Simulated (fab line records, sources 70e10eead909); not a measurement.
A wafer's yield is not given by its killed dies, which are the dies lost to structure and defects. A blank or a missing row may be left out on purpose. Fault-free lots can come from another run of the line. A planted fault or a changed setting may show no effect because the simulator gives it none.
Which of the tools did it? | flow nand harc | 20 lots (60 wafers sampled), 1 step of a 1159-step route

WHAT EACH GAUGE READ, for each wafer
NHARC_A_CONTACT_OVL_MEAS_09. Usual: overlay x nm 0.1 nm, standard deviation 0.83; overlay y nm -0.2 nm, standard deviation 0.92.
lot  | measured     | on         | overlay x nm (nm) | overlay y nm (nm) | flag
L076 | day 17 04:47 | overlay-01 | 1.7 1.7 2.1       | -0.9 -1.6 -1.3    |
L075 | day 17 06:35 | overlay-01 | 0.5 0.6 0.4       | 0.7 0.9 0.7       |
L077 | day 17 11:12 | overlay-02 | -0.7 -0.8 -0.6    | 1.9 0.6 0.7       |
L078 | day 17 15:11 | overlay-01 | 1.1 0.6 1.0       | 0.8 0.3 0.5       |
L079 | day 17 17:59 | overlay-02 | 1.4 1.3 1.2       | -1.1 -1.1 -0.7    |
L081 | day 19 03:32 | overlay-02 | -0.3 -0.1 -0.2    | -0.4 -0.5 0.2     |
L082 | day 19 09:02 | overlay-01 | 0.2 0.8 0.4       | 0.6 0.5 0.2       |
L080 | day 19 14:12 | overlay-02 | 0.9 1.3 0.9       | -1.0 -1.2 -0.8    |
L083 | day 19 17:04 | overlay-01 | 0.1 -0.2 -0.1     | 0.0 -0.6 -0.6     |
L084 | day 19 19:01 | overlay-02 | 1.1 0.4 0.7       | 0.1 0.0 0.3       |
L088 | day 19 19:47 | overlay-01 | 0.2 0.3 0.8       | 0.5 0.5 0.2       |
L085 | day 19 20:25 | overlay-01 | 0.8 0.8 0.7       | -0.9 -1.5 -1.0    |
L086 | day 20 01:34 | overlay-01 | -1.1 -0.1 -0.8    | -2.7 -1.9 -2.3    |
L090 | day 20 14:17 | overlay-01 | -1.6 -0.9 -0.6    | -0.6 -1.1 -1.2    |
L089 | day 20 17:33 | overlay-01 | 0.1 0.6 0.1       | -0.3 0.0 0.2      |
L087 | day 20 19:54 | overlay-02 | 0.1 -0.1 -0.5     | -0.1 0.3 -0.2     |
L092 | day 20 23:42 | overlay-01 | -1.0 -1.4 -1.1    | 0.4 0.7 1.0       |
L091 | day 21 05:10 | overlay-01 | -1.1 -0.9 -1.0    | 1.0 0.7 0.3       |
L095 | day 22 03:56 | overlay-01 | 0.3 -0.2 0.5      | 0.4 -0.3 0.4      |
L096 | day 22 11:58 | overlay-01 | -0.2 0.1 0.0      | -0.4 -0.4 -0.7    |

WHAT TOOL EACH LOT RAN ON (gives the tool, then ch and the chambers of the sampled wafers, and finally the start)
No process step before these readings appears in the record.

WHAT THE TOOLS THEMSELVES READ (means of the sampled wafers that have a number; where no wafer has one, the mark that the record gives instead)
The record holds no such reading with a usual standard deviation.

THE ANSWER, worked out from the rows above alone
Rule: take the mean of a lot's wafers that have a number; if it is more than 3 standard deviations from the usual mean, the lot is off. Also off: a lot with no number at a reading for which 4 or more lots have one. Where the step has rows for the other lots, those lots are counted as sound. First the gauges in route order, then the tools' own readings, where a lot's mean is used as printed above. At the first step where some lot is off, the reading lying furthest off is the one used; lots without a number count as furthest.
No lot is off at any reading shown: from this, nothing can be told.

WHAT WAS PUT IN BY THE SIMULATOR
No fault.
